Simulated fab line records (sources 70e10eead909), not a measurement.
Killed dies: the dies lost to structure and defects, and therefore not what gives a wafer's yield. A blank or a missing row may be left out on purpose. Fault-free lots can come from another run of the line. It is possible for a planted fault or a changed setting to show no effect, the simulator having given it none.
Comparing a struck lot with a sound one	flow nand_harc	26 steps out of a route of 1159
Sound: these wafers, L697.1, L697.3, L697.4. The struck wafers were L706.2, L706.4, L706.6. The cause comes at the end.
Order at every step that has rows: each side's tool, ch and its chambers, its first start. Under that, the readings that differ: sound wafers	struck wafers	difference of the means	sigmas: that difference in standard deviations of wafers without a fault.
alike: a reading whose means differ by less than 2 such deviations, as well as words and numbers matching on both sides. not compared: withheld readings; readings where some wafer has no value; bounds like >300 that might hide an equal value; numbers whose values overlap and for which the record gives no deviation.
Wherever a step has rows on one side only, a row that says differs or no value, or a row with sigmas, the two part there. Non-overlapping numbers with no deviation appear without sigmas and do not part them. A reading missing from all wafers of one side parts the sides only when that side holds two or more wafers.

NHARC_P_CONTACT_CD_MEAS_19:
  struck on cd_sem-01, day 8 20:48; sound on cd_sem-02, day 6 16:34
  alike: cd_nm
then, 2 steps without rows for these wafers: NHARC_P_CONTACT_STRIP_28 (strips in O2); NHARC_P_CONTACT_STRIP_29 (strips in post etch residue remover, time 1200 s).
NHARC_P_CONTACT_DEGAS_38: time 60 s.
  struck on pvd_sputter-03, day 8 21:31; sound on pvd_sputter-02, day 6 17:19
  alike: heater_power_w
then, 1 step without rows for these wafers: NHARC_P_CONTACT_PRE_CLEAN_39 (time 19.5 s).
NHARC_P_CONTACT_PVD_32: deposits Ti, target thk 5 nm, time 17.7 s.
  sound on pvd_sputter-02; struck on pvd_sputter-03
  alike: throttle_valve_pct
NHARC_P_CONTACT_ALD_22: deposits TiN, target thk 3 nm, pulse time 1 s, ald cycles 150.
  sound on ald_metal-04 ch 1,2,3, day 6 17:33; struck on ald_metal-04 ch 2,3, day 8 21:53
  alike: heater_power_w, precursor_pulse_height_rel
NHARC_P_CONTACT_CVD_23: deposits W, target thk 200 nm, time 557 s.
  sound: cvd_w-01 ch 0,1; struck: cvd_w-02 ch 0,1
  alike: heater_power_w, throttle_valve_pct
NHARC_P_CONTACT_CMP_24: polishes, t overpolish 30 s, target thk 200 nm.
  sound on cmp-04 ch 0,2,3, day 6 18:25; struck on cmp-01 ch 0,1,3, day 8 22:46
  alike: motor_current_A, overpolish_run_s, slurry_flow_ml_min, time_to_endpoint_s
following that, these wafers have no rows for 1 step: NHARC_P_CONTACT_SRD_26.
NHARC_P_CONTACT_INSPECT_27:
  struck on defect_inspect-01, day 8 23:08; sound on defect_inspect-02, day 6 18:49
  alike: raw_defect_count
NHARC_P_M0_DEP_00: deposits SiOC, target thk 150 nm.
  sound on pecvd-03 ch 0,1,2, day 6 18:53; struck on pecvd-04 ch 0,2, day 8 23:13
then, 9 steps without rows for these wafers: NHARC_P_M0_DEHYDRATE_01 (time 120 s); NHARC_P_M0_HMDS_02 (time 30 s); NHARC_P_M0_COAT_33 (time 65 s); NHARC_P_M0_COAT_03 (resist thk 90 nm); NHARC_P_M0_SOFTBAKE_04 (time 55 s); NHARC_P_M0_EBR_05; NHARC_P_M0_EXPOSE_06 (exposes mask P M0, target cd 90 nm); NHARC_P_M0_PEB_07 (peb time 65 s); NHARC_P_M0_DEVELOP_08 (develop time 35 s).
NHARC_P_M0_CD_MEAS_09: target cd 90 nm.
  sound on cd_sem-02 ch 0, day 6 19:36; struck on cd_sem-02 ch 0, day 9 00:02
  alike: cd_nm
NHARC_P_M0_OVL_MEAS_10: pitch 180 nm.
  struck on overlay-01, day 9 00:08; sound on overlay-01, day 6 19:41
reading	sound	struck	difference	sigmas
overlay_x_nm (nm)	-1.4 -1.2 -1.8	1.0 0.5 0.8	+2.2	+3
overlay_y_nm (nm)	-0.6 -0.5 -0.8	1.7 1.0 1.1	+1.9	+2
NHARC_P_M0_INSPECT_11:
  struck on defect_inspect-01, day 9 00:10; sound on defect_inspect-01, day 6 19:44
reading	sound	struck	difference	sigmas
raw_defect_count	4 5 4	810 819 860	+825	+99 or more
then, 1 step without rows for these wafers: NHARC_P_M0_DESCUM_14 (chemistry O2, time 3 s).
-- record jumps: 13 days between struck wafers' starts before vs after; left off in module P_M0, resumes in module END, first step shown is number 1159 of the route --
NHARC_END_SORT_01:
  at this point the record logs the struck wafers (prober-02 ch 0, day 22 07:47) and has no rows for the sound ones

== WHERE THEY PART ==
First at NHARC_P_M0_OVL_MEAS_10; last, within this record, at NHARC_END_SORT_01.

WHY: whatever the simulator had introduced
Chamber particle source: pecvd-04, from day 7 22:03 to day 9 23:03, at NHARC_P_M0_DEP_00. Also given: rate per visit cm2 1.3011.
